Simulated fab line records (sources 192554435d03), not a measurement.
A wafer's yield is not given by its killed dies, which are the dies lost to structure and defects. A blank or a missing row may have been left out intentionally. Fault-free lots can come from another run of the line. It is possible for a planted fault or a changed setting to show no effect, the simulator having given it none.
The tool behind it: which one? ; flow n5 finfet ; 12 lots, 36 wafers sampled, at 5 steps of a route of 1938

WHAT EACH GAUGE READ, for each wafer
N5_BEOL_M8_THK_MEAS_53: measures by xrf.
lot;measured;on;M8_THK (nm)
L074;day 10 02:24;film metro-01;75.4 74.7 78.2
L077;day 10 18:36;film metro-01;75.2 74.1 76.4
L079;day 11 07:01;film metro-01;76.6 77.3 76.4
L081;day 11 17:18;film metro-02;79.9 79.1 78.9
L083;day 13 01:08;film metro-02;81.9 80.5 80.6
L084;day 13 06:16;film metro-01;77.0 80.4 75.6
L088;day 13 15:07;film metro-02;80.2 75.9 75.7
L090;day 13 20:33;film metro-02;80.3 78.2 78.2
L089;day 14 05:25;film metro-01;75.9 74.7 78.6
L094;day 15 02:00;film metro-01;77.3 74.1 74.6
L093;day 16 00:06;film metro-01;76.9 77.5 74.4
L097;day 16 05:53;film metro-02;78.6 77.8 79.4

WHAT TOOL EACH LOT RAN ON (gives the tool, then ch and the chambers of the sampled wafers, and finally the start)
lot;N5_BEOL_M8_STRIP_19;N5_BEOL_M8_ETCH_41;N5_BEOL_M8_CURE_75;N5_BEOL_M8_DEGAS_44
L074;rie diel-05 ch 2,3, day 9 21:03;rie diel-01 ch 0,1, day 9 23:47 or earlier;uv cure-02 ch 0, day 9 23:47;pvd sputter-01, day 10 00:46
L077;rie diel-01 ch 2,3, day 10 14:40;rie diel-05 ch 0,1,3, day 10 15:50 or earlier;uv cure-02 ch 1, day 10 15:50;pvd sputter-02, day 10 16:59
L079;rie diel-01 ch 2,3, day 11 00:40;rie diel-01 ch 2,3, day 11 02:53 or earlier;uv cure-02 ch 1, day 11 02:53;pvd sputter-01, day 11 03:19
L081;rie diel-01 ch 0,1,3, day 11 13:26;rie diel-01 ch 0,1,2, day 11 14:50 or earlier;uv cure-02 ch 1, day 11 14:50;pvd sputter-02, day 11 15:21
L083;rie diel-04 ch 1,2, day 12 21:50;rie diel-04 ch 0,3, day 12 23:17 or earlier;uv cure-01 ch 0, day 12 23:17;pvd sputter-01, day 12 23:40
L084;rie diel-04 ch 0,2,3, day 13 01:32;rie diel-01 ch 1,2,3, day 13 03:55 or earlier;uv cure-03 ch 2, day 13 03:55;pvd sputter-03, day 13 04:15
L088;rie diel-05 ch 0,3, day 13 11:44;rie diel-04 ch 1,2,3, day 13 13:04 or earlier;uv cure-02 ch 1, day 13 13:04;pvd sputter-01, day 13 13:43
L090;rie diel-04 ch 1,2,3, day 13 15:32;rie diel-01 ch 1,2,3, day 13 17:05 or earlier;uv cure-01 ch 0, day 13 17:05;pvd sputter-01, day 13 17:20
L089;rie diel-05 ch 0,1, day 13 23:07;rie diel-04 ch 1,2,3, day 14 03:24 or earlier;uv cure-02 ch 1, day 14 03:24;pvd sputter-03, day 14 03:53
L094;rie diel-05 ch 0,1, day 14 20:56;rie diel-01 ch 1,2,3, day 14 23:16 or earlier;uv cure-02 ch 2, day 14 23:16;pvd sputter-02, day 15 00:01
L093;rie diel-04 ch 1,2, day 15 18:07;rie diel-05 ch 0,2, day 15 22:10 or earlier;uv cure-03 ch 0, day 15 22:10;pvd sputter-02, day 15 22:40
L097;rie diel-01 ch 0,1,3, day 16 00:53;rie diel-04 ch 0,3, day 16 03:55 or earlier;uv cure-02 ch 1, day 16 03:55;pvd sputter-01, day 16 04:21
- N5_BEOL_M8_STRIP_19: strips in O2.
- N5_BEOL_M8_ETCH_41: etches SiCN in CH3F/O2, target depth 31.9 nm, time 57.8 s.
- N5_BEOL_M8_CURE_75: cures SiCOH lowk, time 120 s.
- N5_BEOL_M8_DEGAS_44: time 60 s.

THE ANSWER, worked out from the rows above alone
Rule: what is usual is taken from the lots themselves. Put in order of their means at a reading, lots are off if they are a third of the lots or fewer, leave a main group of 4 or more, and stand apart from it by a gap of 3 or more times the standard deviation of the main group's means; of several such gaps the widest counts. If all means in a main group match to the digits the tables above print for the reading, that group is not used. Also off: a lot with no number at a reading for which 4 or more lots have one. Any other lot the step has rows for is counted as sound.
No lot is off at any reading shown: from this, nothing can be told.

WHAT THE SIMULATOR HAD PUT IN
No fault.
